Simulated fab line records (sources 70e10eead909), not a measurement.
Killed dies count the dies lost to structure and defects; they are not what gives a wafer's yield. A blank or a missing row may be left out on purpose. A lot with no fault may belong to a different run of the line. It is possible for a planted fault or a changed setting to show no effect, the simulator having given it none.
Matching of chambers | flow nandHarc | NHARC_P_M2_PRE_CLEAN_32 on pecvd-03: 3 sister chambers
The step time 12 s. 14 wafers are shown with their chamber, then 7 later ones without.

== WAFERS PAIRED WITH THEIR CHAMBERS ==
wafer  | chamber | heaterPowerW (W)
L075.1 | 2       | 587
L075.3 | 0       | 680
L075.6 | 1       | 634
L078.4 | 1       | 575
L078.5 | 0       | 674
L078.6 | 2       | 568
L079.2 | 0       | 633
L079.5 | 2       | 581
L079.6 | 0       | 627
L087.4 | 1       | 534
L087.5 | 0       | 647
L087.6 | 2       | 557
L089.3 | 2       | 589
L089.5 | 1       | 578

SIGNATURES (averages over the wafers above)
reading      | chamber 0 | chamber 1 | chamber 2 | scatter within a chamber
heaterPowerW | 652.20    | 580.25    | 576.40    | 27.1
Rule: a wafer lies at a distance from a chamber equal to the root of the sum of squares, over the readings, of (its reading less the chamber's mean, divided by the reading's scatter). The wafer belongs to the nearest chamber; if the next one is less than 2 further off, it can't be placed. The scatter: the root of (the sum of the squares of (reading less its chamber's mean) over the shown wafers, divided by (wafers less chambers)).

== WAFERS MISSING THEIR CHAMBER ==
wafer  | heaterPowerW (W)
L089.6 | 593
L088.1 | 585
L088.3 | 578
L088.4 | 576
L093.1 | 585
L093.5 | 699
L093.6 | 551

== WHICH CHAMBER EACH ONE RAN IN ==
wafer  | from the rows above          | in truth
L089.6 | can't be placed: 1 or 2 or 0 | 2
L088.1 | can't be placed: 1 or 2      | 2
L088.3 | can't be placed: 2 or 1      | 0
L088.4 | can't be placed: 2 or 1      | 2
L093.1 | can't be placed: 1 or 2      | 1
L093.5 | 0                            | 0
L093.6 | can't be placed: 2 or 1      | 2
Placed correctly: 1 of 7. Can't be placed from these rows: 6 (the true chamber is among the candidates in 5). Number placed wrongly: 0.
